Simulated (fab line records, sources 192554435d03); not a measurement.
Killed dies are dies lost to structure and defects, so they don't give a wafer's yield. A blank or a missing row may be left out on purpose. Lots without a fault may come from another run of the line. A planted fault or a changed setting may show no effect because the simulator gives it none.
Chamber matching | flow n5_finfet | N5_PMOS_HMC_CHANNEL_EPI_ETCH_38 on rie_si-02: 4 sister chambers
The step etches SiO2 in CF4, target depth 1.5 nm. 8 wafers are shown with their chamber, then 7 later ones without.

WAFERS WITH THEIR CHAMBER
wafer  | chamber | throttle_valve_pct (%) | drypump_motor_current_A (A)
L080.3 | 2       | 22.24                  | 6.7
L081.2 | 2       | 22.24                  | 6.7
L085.6 | 1       | 21.92                  | 5.7
L087.1 | 0       | 21.61                  | 5.0
L087.2 | 3       | 21.69                  | 6.6
L087.6 | 1       | 21.92                  | 5.6
L088.1 | 0       | 21.62                  | 5.0
L088.4 | 3       | 21.71                  | 6.5

WAFERS WITHOUT THEIR CHAMBER
wafer  | throttle_valve_pct (%) | drypump_motor_current_A (A)
L088.6 | 22.14                  | 6.7
L089.1 | 22.13                  | 6.7
L089.2 | 21.70                  | 6.5
L089.3 | 21.61                  | 4.9
L089.4 | 21.91                  | 5.6
L089.5 | 22.14                  | 6.7
L089.6 | 21.69                  | 6.5

WHICH CHAMBER EACH WENT THROUGH
wafer  | from the rows above | in truth
L088.6 | 2                   | 2
L089.1 | 2                   | 2
L089.2 | 3                   | 3
L089.3 | 0                   | 0
L089.4 | 1                   | 1
L089.5 | 2                   | 2
L089.6 | 3                   | 3
Placed correctly: 7 of 7. Can't be placed from these rows: 0. Placed wrongly: 0.
How it was worked out, from the rows above alone: a wafer's distance from a chamber is the root of the sum, over the readings, of the square of ((its reading less the chamber's mean) divided by the reading's scatter). The wafer belongs to the nearest chamber; if the next one is less than 2 further off, it can't be placed. A chamber's mean is the mean of its shown wafers. The scatter: the root of (the sum of the squares of (reading less its chamber's mean) over the shown wafers, divided by (wafers less chambers)).
